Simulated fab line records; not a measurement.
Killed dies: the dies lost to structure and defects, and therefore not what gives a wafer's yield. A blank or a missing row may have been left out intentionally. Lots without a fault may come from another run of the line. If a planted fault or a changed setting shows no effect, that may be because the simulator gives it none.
A lot that was struck, set against a sound lot | flow nand_harc | 21 steps out of a route of 1159
Sound: wafers L839.2, L839.3, L839.6. The struck wafers were L847.1, L847.2, L847.3. At the end, the cause is stated.
Per side, at each step with rows, come the tool, then ch with its chambers, and then its first start. Under that, the readings that differ: sound wafers | struck wafers | difference of the means | sigmas: that difference in standard deviations of wafers without a fault.
alike: readings whose means differ by less than 2 such deviations, and words and numbers that are the same on both sides. not compared: withheld readings, readings that some wafer has no value for, bounds like >300 that may hide the same value, and numbers for which the record gives no deviation and whose values overlap.
A row with sigmas, a row that says differs or no value, or rows on one side alone: a step with any of these is where the two part. Numbers that don't overlap but have no deviation are shown without sigmas and don't part them. A reading missing from all wafers of one side parts the sides only when that side holds two or more wafers.

first, 2 steps without rows for these wafers: NHARC_A_CHANNEL_HOLE_D1_ETCH_19 (etches the open film in C4F8/O2/Ar, time 34.5 s); NHARC_A_CHANNEL_HOLE_D1_ETCH_20 (etches the open film in C4F8/O2/Ar, time 361.9 s, target depth 1600 nm).
NHARC_A_CHANNEL_HOLE_D1_ETCH_21: etches the open film in C4F8/O2/Ar, time 514.3 s, target depth 1600 nm.
  sound on har_etch-01 ch 0,1, day 10 19:20; struck on har_etch-01 ch 0,1, day 13 05:31
  alike: drypump_motor_current_A, showerhead_plenum_p_Torr, throttle_valve_pct
  not compared: rf_hours_counter_h
NHARC_A_CHANNEL_HOLE_D1_ETCH_22: etches the open film in C4F8/O2/Ar, time 666.7 s, target depth 1600 nm.
  sound on har_etch-01 ch 0,1, day 10 19:46; struck on har_etch-01 ch 0,1, day 13 05:57
  alike: drypump_motor_current_A, showerhead_plenum_p_Torr, throttle_valve_pct
  not compared: rf_hours_counter_h
then, 2 steps without rows for these wafers: NHARC_A_CHANNEL_HOLE_D1_ETCH_23 (etches the open film in C4F8/O2/Ar, time 819 s, target depth 1600 nm); NHARC_A_CHANNEL_HOLE_D1_ETCH_24 (etches the open film in C4F8/O2/Ar, time 906.2 s, target depth 1500 nm).
NHARC_A_CHANNEL_HOLE_D1_ETCH_25: etches the open film in C4F8/O2/Ar, time 1040.2 s, target depth 1500 nm.
  sound on har_etch-01 ch 0,1, day 10 21:47; struck on har_etch-01 ch 0,1, day 13 07:59
  alike: drypump_motor_current_A, showerhead_plenum_p_Torr, throttle_valve_pct
  not compared: rf_hours_counter_h
NHARC_A_CHANNEL_HOLE_D1_ETCH_26: etches the open film in C4F8/O2/Ar, time 224.1 s, target depth 300 nm.
  sound on har_etch-01 ch 0,1, day 10 22:40; struck on har_etch-01 ch 0,1, day 13 08:52
  alike: drypump_motor_current_A, showerhead_plenum_p_Torr, throttle_valve_pct
  not compared: rf_hours_counter_h
then, 4 steps without rows for these wafers: NHARC_A_CHANNEL_HOLE_D1_ETCH_33 (etches the open film in C4F8/O2/Ar, time 90 s, target depth 400 nm); NHARC_A_CHANNEL_HOLE_D1_STRIP_41 (strips in N2/H2); NHARC_A_CHANNEL_HOLE_D1_STRIP_42 (strips in CF4/CHF3); NHARC_A_CHANNEL_HOLE_D1_STRIP_43 (strips in O2/COS).
NHARC_A_CHANNEL_HOLE_D1_ETCH_44: etches the open film in CF4/O2, target depth 140 nm, overetch 14 nm, time 77 s.
  sound on rie_diel-01 ch 0,2,3, day 10 23:40; struck on rie_diel-01 ch 0,1,2, day 13 09:49
  alike: drypump_motor_current_A, oes_product_au, rf_fwd_power_W, rf_vpp_V, showerhead_plenum_p_Torr, throttle_valve_pct
  not compared: rf_hours_counter_h
NHARC_A_CHANNEL_HOLE_D1_STRIP_27: strips in O2.
  sound on rie_diel-01 ch 0,2; struck on rie_diel-01 ch 0,1,3
  alike: drypump_motor_current_A, oes_product_au, rf_vpp_V, showerhead_plenum_p_Torr, throttle_valve_pct
  not compared: rf_hours_counter_h
then, 2 steps without rows for these wafers: NHARC_A_CHANNEL_HOLE_D1_PRECLEAN_28 (cleans in SC1); NHARC_A_CHANNEL_HOLE_D1_SRD_29.
NHARC_A_CHANNEL_HOLE_D1_CD_MEAS_30:
  struck on cd_sem-02, day 13 10:37; sound on cd_sem-02, day 11 00:34
  reading    | sound          | struck         | difference | sigmas
  cd_nm (nm) | 91.7 90.9 90.2 | 87.5 88.5 87.7 | -3.0       | -2
next, for these wafers, 1 step has no rows: NHARC_A_CHANNEL_HOLE_D1_XSEM_31.
NHARC_A_CHANNEL_HOLE_D1_INSPECT_40:
  struck on defect_inspect-01, day 13 10:49; sound on defect_inspect-01, day 11 00:44
  reading          | sound    | struck      | difference | sigmas
  raw_defect_count | 80 48 71 | 674 648 673 | +599       | +37
then, 1 step without rows for these wafers: NHARC_A_CHANNEL_FILL_D1_PRECLEAN_00 (cleans in SC1).
-- the record jumps here: 10 days lie between the struck wafers' starts before and after (it left off in module A_CHANNEL_FILL_D1 and takes up again in module END, whose first step shown is number 1159 of the route) --
NHARC_END_SORT_01:
  only the struck wafers appear in the record here, on prober-01 ch 0 at day 23 22:28; the sound ones have no rows

WHERE THEY PART
At NHARC_A_CHANNEL_HOLE_D1_CD_MEAS_30 first; at NHARC_END_SORT_01 last (within this record only).

WHY: whatever the simulator had introduced
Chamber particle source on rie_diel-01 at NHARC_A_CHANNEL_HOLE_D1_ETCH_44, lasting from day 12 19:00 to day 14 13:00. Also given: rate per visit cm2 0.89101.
